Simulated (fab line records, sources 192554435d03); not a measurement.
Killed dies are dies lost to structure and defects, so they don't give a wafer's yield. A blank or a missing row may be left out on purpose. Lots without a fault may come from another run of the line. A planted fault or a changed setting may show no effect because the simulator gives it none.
Chamber matching | flow n5_finfet | N5_BEOL_M5_DESCUM_33 on rie_diel-02: 4 sister chambers
The step chemistry O2, time 7 s. 8 wafers are shown with their chamber, then 11 later ones without.

WAFERS WITH THEIR CHAMBER
wafer  | chamber | drypump_motor_current_A (A) | throttle_valve_pct (%)
L077.4 | 1       | 5.4                         | 20.0
L081.3 | 1       | 5.4                         | 19.9
L081.6 | 2       | 6.6                         | 19.8
L083.5 | 3       | 6.6                         | 20.3
L082.2 | 2       | 6.6                         | 19.8
L082.3 | 0       | 5.1                         | 20.8
L082.6 | 0       | 5.1                         | 20.8
L088.1 | 3       | 6.5                         | 20.3

WAFERS WITHOUT THEIR CHAMBER
wafer  | drypump_motor_current_A (A) | throttle_valve_pct (%)
L088.5 | 6.6                         | 19.8
L088.6 | 5.4                         | 20.0
L091.4 | 6.6                         | 19.8
L091.5 | 5.1                         | 20.8
L091.6 | 6.5                         | 20.3
L096.1 | 5.1                         | 20.8
L096.4 | 5.4                         | 20.0
L096.5 | 5.1                         | 20.9
L097.1 | 5.4                         | 20.0
L097.4 | 6.6                         | 19.8
L097.6 | 5.1                         | 20.9

WHICH CHAMBER EACH WENT THROUGH
wafer  | from the rows above | in truth
L088.5 | 2                   | 2
L088.6 | 1                   | 1
L091.4 | 2                   | 2
L091.5 | 0                   | 0
L091.6 | 3                   | 3
L096.1 | 0                   | 0
L096.4 | 1                   | 1
L096.5 | 0                   | 0
L097.1 | 1                   | 1
L097.4 | 2                   | 2
L097.6 | 0                   | 0
Placed correctly: 11 of 11. Can't be placed from these rows: 0. Placed wrongly: 0.
How it was worked out, from the rows above alone: a wafer's distance from a chamber is the root of the sum, over the readings, of the square of ((its reading less the chamber's mean) divided by the reading's scatter). The wafer belongs to the nearest chamber; if the next one is less than 2 further off, it can't be placed. A chamber's mean is the mean of its shown wafers. The scatter: the root of (the sum of the squares of (reading less its chamber's mean) over the shown wafers, divided by (wafers less chambers)).
